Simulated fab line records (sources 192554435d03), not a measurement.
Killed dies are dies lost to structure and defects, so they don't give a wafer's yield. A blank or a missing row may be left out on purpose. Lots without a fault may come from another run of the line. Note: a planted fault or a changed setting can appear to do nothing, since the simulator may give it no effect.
Split-lot study | flow n5-finfet | route with 1938 steps; 7 lots, 21 wafers read

== ON THE SPLIT ==
At N5_BEOL_M9_DEP_56 (deposits SiCN from 3MS/NH3, target thk 15 nm, time 26.5 s), the setting time-s was moved away from the recipe's 26.5 s on 3 of the 21 wafers read, by +6.1% to +10.8%. This setting was run at the recipe's value on the other wafers.

The split's own step is where the reading is taken.

== THE READING ==
SiCN_of_BEOL_M9_DEP_56.thk-nm (the simulator's own value, which no gauge read), in nm, at N5_BEOL_M9_DEP_56 (deposits SiCN from 3MS/NH3, target thk 15 nm, time 26.5 s). The file gives no usual value for it. Across the 18 wafers here that went through the recipe, the average is 15.1 nm and the standard deviation 0.28 nm.

wafer  | tool, chamber at the split | time-s as run, s | against the recipe | SiCN_of_BEOL_M9_DEP_56.thk-nm, nm | against lot-mates on the recipe
L074.2 | pecvd-02, 2                | 26.5             | recipe             | 14.8                              | -
L074.3 | pecvd-02, 2,1              | 26.5             | recipe             | 15.2                              | -
L074.4 | pecvd-02, 2,1              | 26.5             | recipe             | 15.2                              | -
L078.2 | pecvd-03, 1                | 26.5             | recipe             | 14.8                              | -
L078.3 | pecvd-03, 2                | 26.5             | recipe             | 14.6                              | -
L078.5 | pecvd-03, 1                | 26.5             | recipe             | 15.2                              | -
L081.1 | pecvd-02, 1,0              | 26.5             | recipe             | 15.2                              | -
L081.4 | pecvd-02, 1,0              | 26.5             | recipe             | 15.2                              | -
L081.3 | pecvd-02, 2                | 26.5             | recipe             | 15                                | -
L084.1 | pecvd-02, 0                | 29.35            | +10.8%             | 16                                | +1.2
L084.2 | pecvd-02, 1                | 26.5             | recipe             | 14.8                              | -
L084.6 | pecvd-02, 2                | 29.35            | +10.8%             | 16.4                              | +1.6
L089.2 | pecvd-03, 0                | 28.12            | +6.1%              | 16.4                              | +0.7
L089.4 | pecvd-03, 0                | 26.5             | recipe             | 15.6                              | -
L089.6 | pecvd-03, 1                | 26.5             | recipe             | 15.8                              | -
L091.2 | pecvd-04, 2                | 26.5             | recipe             | 14.8                              | -
L091.3 | pecvd-04, 0,2              | 26.5             | recipe             | 15                                | -
L091.5 | pecvd-04, 0,2              | 26.5             | recipe             | 15                                | -
L097.1 | pecvd-02, 0                | 26.5             | recipe             | 15                                | -
L097.4 | pecvd-02, 2,1              | 26.5             | recipe             | 15.2                              | -
L097.5 | pecvd-02, 2,1              | 26.5             | recipe             | 15.2                              | -
The file does not say which wafer passed through which chamber wherever a row lists several chambers: such a row stands for several wafers.

FIT RESULTS
A straight line over all 21 wafers: SiCN_of_BEOL_M9_DEP_56.thk-nm changes by +0.117 nm for each +1% of time-s; r = +0.79; the points scatter about the line by 0.32 nm.
The same after taking each lot's own level away (the mean of its wafers on the recipe; 21 wafers): +0.128 nm for each +1%; r = +0.94; scatter 0.16 nm.
According to that fit, moving time-s by its largest amount changes the reading by 1.4 nm.
The lots' own levels span 14.80 to 15.70 nm, that is 3.2 times the standard deviation above.
So the lot-to-lot level blurs the effect unless lot-mates are compared.
Check: +1.51 nm against its lot-mates is what the line predicts for one of the wafers moved furthest among these (+10.8%) when that wafer is left out of the fit. It came out at +1.2 nm against them.

== THESE WAFERS: OTHER SPLITS ==
Before the reading, these wafers also passed through other splits. Each is held against what the fit with the lots' levels taken away leaves over:
other split on the same wafers   | wafers away from the commonest value | r with SiCN_of_BEOL_M9_DEP_56.thk-nm (lot level and that fit taken away)
N5_BEOL_M6_TRENCH_ETCH_37 time-s | 7                                    | -0.07
N5_BEOL_M6_ALD_77 ald-cycles     | 12                                   | +0.33
N5_BEOL_M8_ILD_DEP_00 time-s     | 4                                    | +0.29
N5_BEOL_M8_PECVD_70 temp-c       | 4                                    | +0.18
N5_BEOL_M8_TRENCH_ETCH_37 bias-w | 5                                    | -0.03

== FILE'S OWN FIT ==
SiCN_of_BEOL_M9_DEP_56.thk-nm changes by +0.126 nm for each +1% of time-s, r = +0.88.
